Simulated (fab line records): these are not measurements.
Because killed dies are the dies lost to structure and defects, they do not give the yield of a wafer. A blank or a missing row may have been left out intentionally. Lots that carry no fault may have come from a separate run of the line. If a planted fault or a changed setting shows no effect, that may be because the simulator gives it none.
fab line records | flow nand_harc
record: lots: 13 | wafers: 39 | last_day: 24
route steps=1159 shown P_ZERO_WELL@14 P_STI@91 END@1159
lots that met no fault: from a run of the same line without faults
start_h: the number of hours between the record's first day and the start of the first shown wafer of the lot | wait_h: hours elapsed since this lot's preceding step | " repeats the value in the row above | L1.1+2: a single row standing in for several wafers | - either no value or no given start | * or withheld: withheld | < > ~ a bound
route shown NAME@n: NAME is a module with steps in the file, n the number in the route of the first one | usual: the fault-free wafers' mean and standard deviation | same: alike in all rows | chamber/n: place in a boat | sites: readings site by site | _std_site: standard deviation of those values | _edge_site: inner sites' mean taken away from outer sites' mean | radius_mm: for every site, how far away it sits from the centre of the wafer | mask NAME#n: copy n | behind: the last tool/chamber to shape the wafer | hold: what put the lot on hold/how long, in hours/how the hold closed | device: the n, p or np transistor that did not switch | end of line: tests run on the same wafers once the route is complete | for a step that has no rows: nothing shown but its recipe | killed: dies that structure and defects cost at the first sort, which is not the same as the wafer's yield | map: per-die view of a wafer (x killed, . not killed, _ where there is no die)
set.NAME: the setting the step ran with; set.NAME@STEP: the setting that earlier step ran with | model.NAME: the simulator's own value behind a step, which no gauge read
steps of the route over a sample of lots; a table a step, a row a wafer
services: from which hour (start_h, from the record's first day; less than 0 if before it) a tool's chamber was out of use, for how many hours, and why
== steps ==
step: NHARC_P_ZERO_WELL_CD_MEAS_11
recipe: target_cd_nm: 500 | landing_energy_ev: 500
usual: cd_nm: 500.3/2.5
lot.wafer | tool      | chamber | start_h | wait_h | cd_nm
L374.3    | cd_sem-02 | 0       | 19.11   | -      | 500.7
L374.4    | "         | 0       | "       | "      | 498.5
L374.6    | "         | 0       | "       | "      | 501.1
L375.3    | cd_sem-03 | 0       | 25.25   | -      | 496.7
L375.5    | "         | 0       | "       | "      | 495.0
L375.6    | "         | 0       | "       | "      | 497.2
L376.1    | cd_sem-01 | 0       | 31.11   | -      | 504.4
L376.3    | "         | 0       | "       | "      | 498.4
L376.4    | "         | 0       | "       | "      | 502.5
L378.1    | cd_sem-02 | 0       | 43.11   | -      | 500.4
L378.5    | "         | 0       | "       | "      | 498.5
L378.6    | "         | 0       | "       | "      | 501.9
L380.1    | cd_sem-01 | 0       | 55.25   | -      | 507.8
L380.5    | "         | 0       | "       | "      | 505.2
L380.6    | "         | 0       | "       | "      | 506.7
L381.1    | cd_sem-01 | 0       | 61.23   | -      | 501.0
L381.4    | "         | 0       | "       | "      | 496.7
L381.5    | "         | 0       | "       | "      | 496.9
L382.1    | cd_sem-01 | 0       | 67.11   | -      | 500.5
L382.3    | "         | 0       | "       | "      | 498.3
L382.5    | "         | 0       | "       | "      | 497.0
L384.2    | cd_sem-02 | 0       | 79.25   | -      | 498.1
L384.3    | "         | 0       | "       | "      | 496.9
L384.5    | "         | 0       | "       | "      | 496.4
L392.1    | cd_sem-03 | 0       | 127.11  | -      | 499.7
L392.4    | "         | 0       | "       | "      | 498.1
L392.6    | "         | 0       | "       | "      | 496.5
L393.1    | cd_sem-01 | 0       | 133.24  | -      | 501.9
L393.2    | "         | 0       | "       | "      | 502.9
L393.5    | "         | 0       | "       | "      | 499.0
L394.3    | cd_sem-01 | 0       | 139.24  | -      | 499.9
L394.5    | "         | 0       | "       | "      | 495.3
L394.6    | "         | 0       | "       | "      | 496.2
L395.1    | cd_sem-02 | 0       | 145.25  | -      | 501.1
L395.4    | "         | 0       | "       | "      | 500.7
L395.6    | "         | 0       | "       | "      | 500.9
L396.3    | cd_sem-03 | 0       | 151.25  | -      | 500.9
L396.4    | "         | 0       | "       | "      | 501.5
L396.5    | "         | 0       | "       | "      | 499.9
step: NHARC_P_ZERO_WELL_EXPOSE_21
recipe: na: 0.6 | target_cd_nm: 720 | dose_mj: 22.31 | mask_id: P_NWELL
lot.wafer  | tool           | chamber | start_h | wait_h | mask
L374.3+4+6 | krf_scanner-01 | 0       | 20.30   | -      | P_NWELL#0
L375.3+5+6 | krf_scanner-02 | 0       | 26.44   | -      | P_NWELL#0
L376.1+3+4 | krf_scanner-01 | 0       | 32.33   | -      | P_NWELL#0
L378.1+5+6 | krf_scanner-01 | 0       | 44.39   | -      | P_NWELL#0
L380.1+5+6 | krf_scanner-01 | 0       | 56.45   | -      | P_NWELL#0
L381.1+4+5 | krf_scanner-01 | 0       | 62.33   | -      | P_NWELL#0
L382.1+3+5 | krf_scanner-01 | 0       | 68.20   | -      | P_HVPW#0
L384.2+3+5 | krf_scanner-02 | 0       | 80.36   | -      | P_NWELL#0
L392.1+4+6 | krf_scanner-01 | 0       | 128.29  | -      | P_NWELL#0
L393.1+2+5 | krf_scanner-01 | 0       | 134.30  | -      | P_NWELL#0
L394.3+5+6 | krf_scanner-02 | 0       | 140.43  | -      | P_NWELL#0
L395.1+4+6 | krf_scanner-04 | 0       | 146.44  | -      | P_NWELL#0
L396.3+4+5 | krf_scanner-04 | 0       | 152.32  | -      | P_NWELL#0
step: NHARC_P_ZERO_WELL_CD_MEAS_24
recipe: target_cd_nm: 720 | landing_energy_ev: 500
usual: cd_nm: 719.3/1.6
lot.wafer | tool      | chamber | start_h | wait_h | cd_nm
L374.3    | cd_sem-01 | 0       | 20.46   | -      | 719.7
L374.4    | "         | 0       | "       | "      | 718.9
L374.6    | "         | 0       | "       | "      | 717.2
L375.3    | cd_sem-03 | 0       | 26.59   | -      | 721.9
L375.5    | "         | 0       | "       | "      | 718.9
L375.6    | "         | 0       | "       | "      | 719.6
L376.1    | cd_sem-02 | 0       | 32.48   | -      | 720.7
L376.3    | "         | 0       | "       | "      | 721.0
L376.4    | "         | 0       | "       | "      | 719.6
L378.1    | cd_sem-01 | 0       | 44.55   | -      | 719.1
L378.5    | "         | 0       | "       | "      | 718.4
L378.6    | "         | 0       | "       | "      | 717.9
L380.1    | cd_sem-01 | 0       | 56.61   | -      | 717.6
L380.5    | "         | 0       | "       | "      | 716.8
L380.6    | "         | 0       | "       | "      | 719.8
L381.1    | cd_sem-01 | 0       | 62.49   | -      | 715.5
L381.4    | "         | 0       | "       | "      | 718.2
L381.5    | "         | 0       | "       | "      | 717.4
L382.1    | cd_sem-02 | 0       | 68.36   | -      | -
L382.3    | "         | 0       | "       | "      | -
L382.5    | "         | 0       | "       | "      | -
L384.2    | cd_sem-03 | 0       | 80.51   | -      | 719.5
L384.3    | "         | 0       | "       | "      | 718.0
L384.5    | "         | 0       | "       | "      | 719.9
L392.1    | cd_sem-01 | 0       | 128.45  | -      | 716.7
L392.4    | "         | 0       | "       | "      | 717.7
L392.6    | "         | 0       | "       | "      | 721.2
L393.1    | cd_sem-02 | 0       | 134.46  | -      | 719.9
L393.2    | "         | 0       | "       | "      | 719.0
L393.5    | "         | 0       | "       | "      | 718.3
L394.3    | cd_sem-01 | 0       | 140.58  | -      | 719.0
L394.5    | "         | 0       | "       | "      | 720.7
L394.6    | "         | 0       | "       | "      | 719.4
L395.1    | cd_sem-03 | 0       | 146.59  | -      | 717.4
L395.4    | "         | 0       | "       | "      | 719.5
L395.6    | "         | 0       | "       | "      | 721.9
L396.3    | cd_sem-01 | 0       | 152.48  | -      | 719.5
L396.4    | "         | 0       | "       | "      | 719.7
L396.5    | "         | 0       | "       | "      | 720.9
step: NHARC_P_STI_CD_MEAS_16
usual: cd_nm: 199.3/2.4
lot.wafer | tool      | chamber | start_h | wait_h | cd_nm
L374.3    | cd_sem-01 | -       | 41.46   | -      | 197.2
L374.4    | "         | -       | "       | "      | 194.7
L374.6    | "         | -       | "       | "      | 200.4
L376.1    | cd_sem-03 | -       | 50.73   | -      | 200.0
L376.3    | "         | -       | "       | "      | 198.3
L376.4    | "         | -       | "       | "      | 199.0
L375.3    | cd_sem-03 | -       | 50.88   | -      | 197.1
L375.5    | "         | -       | "       | "      | 200.5
L375.6    | "         | -       | "       | "      | 199.4
L378.1    | cd_sem-02 | -       | 65.59   | -      | 202.7
L378.5    | "         | -       | "       | "      | 198.2
L378.6    | "         | -       | "       | "      | 197.3
L380.1    | cd_sem-02 | -       | 77.63   | -      | 197.0
L380.5    | "         | -       | "       | "      | 198.7
L380.6    | "         | -       | "       | "      | 201.9
L381.1    | cd_sem-01 | -       | 85.26   | -      | 198.2
L381.4    | "         | -       | "       | "      | 200.9
L381.5    | "         | -       | "       | "      | 195.3
L384.2    | cd_sem-01 | -       | 102.13  | -      | 200.6
L384.3    | "         | -       | "       | "      | 197.6
L384.5    | "         | -       | "       | "      | 199.3
L392.1    | cd_sem-01 | -       | 150.43  | -      | 198.0
L392.4    | "         | -       | "       | "      | 199.4
L392.6    | "         | -       | "       | "      | 199.2
L393.1    | cd_sem-02 | -       | 155.97  | -      | 199.8
L393.2    | "         | -       | "       | "      | 200.1
L393.5    | "         | -       | "       | "      | 200.1
L395.1    | cd_sem-02 | -       | 164.20  | -      | 199.5
L395.4    | "         | -       | "       | "      | 198.5
L395.6    | "         | -       | "       | "      | 198.8
L394.3    | cd_sem-01 | -       | 164.38  | -      | 198.3
L394.5    | "         | -       | "       | "      | 198.1
L394.6    | "         | -       | "       | "      | 195.2
L396.3    | cd_sem-02 | -       | 176.45  | -      | 199.2
L396.4    | "         | -       | "       | "      | 200.6
L396.5    | "         | -       | "       | "      | 195.0
step: NHARC_P_STI_CMP_21
recipe: t_overpolish_s: 20 | target_thk_nm: 380.67
usual: motor_current_A: 11.7/1 | overpolish_run_s: 19.999/0.0083 | slurry_filter_dp_kPa: 13.49/0.14
lot.wafer | tool   | chamber | start_h | wait_h | motor_current_A | overpolish_run_s | slurry_filter_dp_kPa
L374.3    | cmp-04 | 2       | 56.32   | 0.4    | 10.9            | 20.003           | 13.13
L374.4    | "      | 3       | "       | "      | 13.1            | 19.979           | 13.62
L374.6    | "      | 2       | "       | "      | 11.6            | 20.004           | 13.28
L376.4    | cmp-04 | 2       | 69.72   | 0.4    | 11.0            | 20.015           | 13.54
L376.3    | "      | 0       | "       | "      | 11.2            | 20.011           | 13.57
L376.1    | "      | 1       | "       | "      | 11.7            | 19.986           | 13.58
L375.3    | cmp-01 | 1       | 69.78   | 0.4    | 13.2            | 20.006           | 13.47
L375.6    | "      | 3       | "       | "      | 11.8            | 19.999           | 13.59
L375.5    | "      | 0       | "       | "      | 12.7            | 19.989           | 13.53
L378.1    | cmp-02 | 1       | 81.65   | 0.4    | 9.9             | 19.995           | 13.56
L378.5    | "      | 0       | "       | "      | 11.4            | 20.004           | 13.57
L378.6    | "      | 1       | "       | "      | 10.0            | 19.996           | 13.48
L380.1    | cmp-04 | 2       | 98.53   | 0.4    | 11.0            | 19.999           | 13.13
L380.6    | "      | 2       | "       | "      | 11.4            | 20.002           | 13.63
L380.5    | "      | 3       | "       | "      | 13.1            | 20.002           | 13.65
L381.4    | cmp-02 | 0       | 103.67  | 0.4    | 11.8            | 19.997           | 13.43
L381.1    | "      | 1       | "       | "      | 9.7             | 20.012           | 13.40
L381.5    | "      | 3       | "       | "      | 11.9            | 19.999           | 13.19
L384.3    | cmp-04 | 1       | 133.11  | 0.4    | 11.7            | 20.003           | 13.79
L384.2    | "      | 2       | "       | "      | 11.3            | 20.000           | 13.45
L384.5    | "      | 0       | "       | "      | 11.0            | 20.020           | 13.51
L392.1    | cmp-04 | 3       | 164.87  | 0.4    | 13.6            | 19.992           | 13.39
L392.4    | "      | 0       | "       | "      | 11.2            | 20.008           | 13.70
L392.6    | "      | 2       | "       | "      | 11.1            | 20.001           | 13.52
L393.2    | cmp-04 | 0       | 177.87  | 0.4    | 10.5            | 19.997           | 13.49
L393.1    | "      | 3       | "       | "      | 13.3            | 20.001           | 13.71
L393.5    | "      | 0       | "       | "      | 11.6            | 19.995           | 13.55
L395.4    | cmp-04 | 0       | 182.13  | 0.4    | 10.6            | 20.004           | 13.38
L395.1    | "      | 1       | "       | "      | 11.8            | 19.987           | 13.26
L395.6    | "      | 1       | "       | "      | 10.8            | 19.999           | 13.59
L394.3    | cmp-02 | 0       | 182.16  | 0.4    | 11.4            | 20.000           | 13.52
L394.6    | "      | 0       | "       | "      | 11.1            | 19.978           | 13.71
L394.5    | "      | 1       | "       | "      | 10.3            | 19.996           | 13.50
L396.3    | cmp-01 | 2       | 194.48  | 0.4    | 10.1            | 20.002           | 13.61
L396.4    | "      | 0       | "       | "      | 13.8            | 20.006           | 13.28
L396.5    | "      | 2       | "       | "      | 9.7             | 20.003           | 13.34
step: NHARC_END_SORT_01
recipe: temp_c: 25
usual: killed_at_array: 29/13 | killed_at_other: 0.7/1 | killed_at_periphery: 3.2/2.3 | killed_dies: 33/13 | killed_open: 3.3/1.7 | killed_short: 2.0/1.5
same: gross_dies: 677
lot.wafer | tool      | chamber | start_h | wait_h | killed_at_array | killed_at_other | killed_at_periphery | killed_dies | killed_open | killed_short
L382.1    | prober-02 | 0       | 505.63  | 2.5    | 47              | 0               | 630                 | 677         | 3           | 0
L382.3    | prober-02 | 0       | 507.21  | 3.1    | 45              | 0               | 632                 | 677         | 5           | 2
L382.5    | prober-02 | 0       | 508.79  | 3.7    | 41              | 0               | 636                 | 677         | 5           | 2
killed by level:class
L382.1 P_ZERO_WELL:area_expose=629 A_SLIT:chamber_film_flake=19 A_CHANNEL_HOLE_D1:chamber_film_flake=11 A_CONTACT:chamber_film_flake=8 A_STAIRCASE:chamber_film_flake=5 A_M0:geometric_particle:open=2 A_M1:geometric_particle:open=1 P_STI:chamber_film_flake=1
L382.3 P_ZERO_WELL:area_expose=631 A_CHANNEL_HOLE_D1:chamber_film_flake=16 A_SLIT:chamber_film_flake=9 A_CONTACT:chamber_film_flake=7 A_STAIRCASE:chamber_film_flake=5 P_M1:geometric_particle:open=1 A_CHANNEL_FILL_D1:geometric_particle:open=1 A_WL_FILL:geometric_particle:short=1
L382.5 P_ZERO_WELL:area_expose=635 A_SLIT:chamber_film_flake=17 A_CHANNEL_HOLE_D1:chamber_film_flake=14 A_STAIRCASE:chamber_film_flake=2 P_CONTACT:geometric_particle:open=1 A_SOURCE_PLATE:geometric_particle:short=1 A_ONON_D1:geometric_particle:open=1 A_CHANNEL_FILL_D1:geometric_particle:short=1
== services ==
tool           | chamber | start_h | hours | kind
krf_scanner-04 | -       | -0.01   | 1.0   | repair
cmp-04         | -       | 5.45    | 0.9   | repair
cmp-04         | -       | 7.21    | 4.0   | pm
cmp-04         | -       | 11.21   | -     | consumable_replace:conditioner
cmp-04         | -       | 23.41   | 0.9   | repair
cmp-01         | -       | 24.02   | 1.4   | repair
cmp-02         | -       | 30.63   | 4.0   | pm
krf_scanner-02 | -       | 38.00   | 4.0   | pm
cmp-01         | -       | 42.84   | 1.7   | repair
krf_scanner-04 | -       | 60.81   | 6.1   | repair
cmp-02         | -       | 68.74   | 2.3   | repair
cmp-01         | -       | 81.50   | 4.0   | pm
krf_scanner-01 | -       | 84.00   | 4.0   | pm
cmp-04         | -       | 105.21  | 4.0   | pm
krf_scanner-01 | 0       | 113.23  | -     | calibration
krf_scanner-04 | -       | 126.00  | 4.0   | pm
cmp-02         | -       | 128.63  | 4.0   | pm
krf_scanner-02 | -       | 162.39  | 0.4   | repair
krf_scanner-01 | -       | 164.82  | 0.6   | repair
cmp-01         | -       | 179.50  | 4.0   | pm
krf_scanner-01 | -       | 182.47  | 0.6   | repair
krf_scanner-01 | -       | 184.84  | 0.2   | repair
krf_scanner-01 | -       | 185.46  | 5.0   | repair
cmp-02         | -       | 187.27  | 0.9   | repair
== key ==
first_sign: step: NHARC_P_ZERO_WELL_EXPOSE_21 | reading: mask | direction: changed
effect: step: NHARC_P_ZERO_WELL_CD_MEAS_24 | reading: cd_nm | direction: missing
effect: step: NHARC_END_SORT_01 | reading: killed_at_periphery | direction: up | sigmas: 99+ | usual: 3.2 | struck: 632.7
more_kills_born_at: NHARC_P_ZERO_WELL_EXPOSE_21@krf_scanner-01: 1895
met_at NHARC_P_ZERO_WELL_EXPOSE_21
struck_lots L382
later_rows_left_out L382.1,L382.3,L382.5
tester_left_out L382
not_acting_at NHARC_P_ZERO_WELL_CD_MEAS_11,NHARC_P_STI_CD_MEAS_16,NHARC_P_STI_CMP_21
onset_between 62.33 68.20
fault: kind: wrong_mask | tool: any | chamber: - | onset_h: 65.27 | steps: NHARC_P_ZERO_WELL_EXPOSE_21 | aux_copy: P_HVPW#0 | scope: struck_lots_only
tester_left_out: of these lots the tester's yield and bins aren't shown, on N5 and GAA mostly nor the transistor test; their killed dies are dies lost to structure and defects alone, not to doping, threshold or leakage, so they don't give the yield
later_rows_left_out: the simulator's readings of these wafers behind a module that went badly wrong aren't trusted and aren't shown, but for the sort
